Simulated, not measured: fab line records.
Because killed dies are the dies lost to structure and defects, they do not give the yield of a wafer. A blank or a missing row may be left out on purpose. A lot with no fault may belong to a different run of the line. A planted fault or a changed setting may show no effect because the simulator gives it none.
Matching of chambers :: flow n5Finfet :: 4 sister chambers for N5_MOL_CONTACT_COAG_DESCUM_88 on rieDiel-02
The step chemistry O2, time 7 s. 8 wafers are shown with their chamber, then 7 later ones without.

== WAFERS PAIRED WITH THEIR CHAMBERS ==
wafer: L594.1
chamber: 2
showerheadPlenumPTorr (Torr): 2.00
throttleValvePct (%): 20.37

wafer: L595.4
chamber: 1
showerheadPlenumPTorr (Torr): 1.98
throttleValvePct (%): 20.47

wafer: L595.6
chamber: 2
showerheadPlenumPTorr (Torr): 2.00
throttleValvePct (%): 20.36

wafer: L596.2
chamber: 1
showerheadPlenumPTorr (Torr): 1.98
throttleValvePct (%): 20.48

wafer: L596.5
chamber: 0
showerheadPlenumPTorr (Torr): 2.12
throttleValvePct (%): 20.23

wafer: L596.6
chamber: 3
showerheadPlenumPTorr (Torr): 2.16
throttleValvePct (%): 20.08

wafer: L603.1
chamber: 3
showerheadPlenumPTorr (Torr): 2.15
throttleValvePct (%): 20.09

wafer: L603.2
chamber: 0
showerheadPlenumPTorr (Torr): 2.12
throttleValvePct (%): 20.25

== WAFERS MISSING THEIR CHAMBER ==
wafer: L603.4
showerheadPlenumPTorr (Torr): 1.98
throttleValvePct (%): 20.49

wafer: L610.3
showerheadPlenumPTorr (Torr): 2.11
throttleValvePct (%): 20.28

wafer: L610.4
showerheadPlenumPTorr (Torr): 2.15
throttleValvePct (%): 20.11

wafer: L610.5
showerheadPlenumPTorr (Torr): 2.11
throttleValvePct (%): 20.29

wafer: L612.1
showerheadPlenumPTorr (Torr): 2.14
throttleValvePct (%): 20.13

wafer: L612.3
showerheadPlenumPTorr (Torr): 1.99
throttleValvePct (%): 20.43

wafer: L612.5
showerheadPlenumPTorr (Torr): 1.99
throttleValvePct (%): 20.43

== EACH ONE'S CHAMBER ==
wafer: L603.4
from the rows above: 1
in truth: 1

wafer: L610.3
from the rows above: 0
in truth: 0

wafer: L610.4
from the rows above: 3
in truth: 3

wafer: L610.5
from the rows above: 0
in truth: 0

wafer: L612.1
from the rows above: 3
in truth: 3

wafer: L612.3
from the rows above: can't be placed: 1 or 2
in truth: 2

wafer: L612.5
from the rows above: can't be placed: 1 or 2
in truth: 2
Correct placement for 5 of the 7. Cannot be placed on the basis of these rows: 2; the candidates contain the true chamber in 2. 0 placed wrongly.
How it was worked out, from the rows above alone: a wafer's distance from a chamber is the root of the sum, over the readings, of the square of ((its reading less the chamber's mean) divided by the reading's scatter). The wafer belongs to the nearest chamber; if the next one is less than 2 further off, it can't be placed. A chamber's mean is the mean of its shown wafers. The scatter: the root of (the sum of the squares of (reading less its chamber's mean) over the shown wafers, divided by (wafers less chambers)).
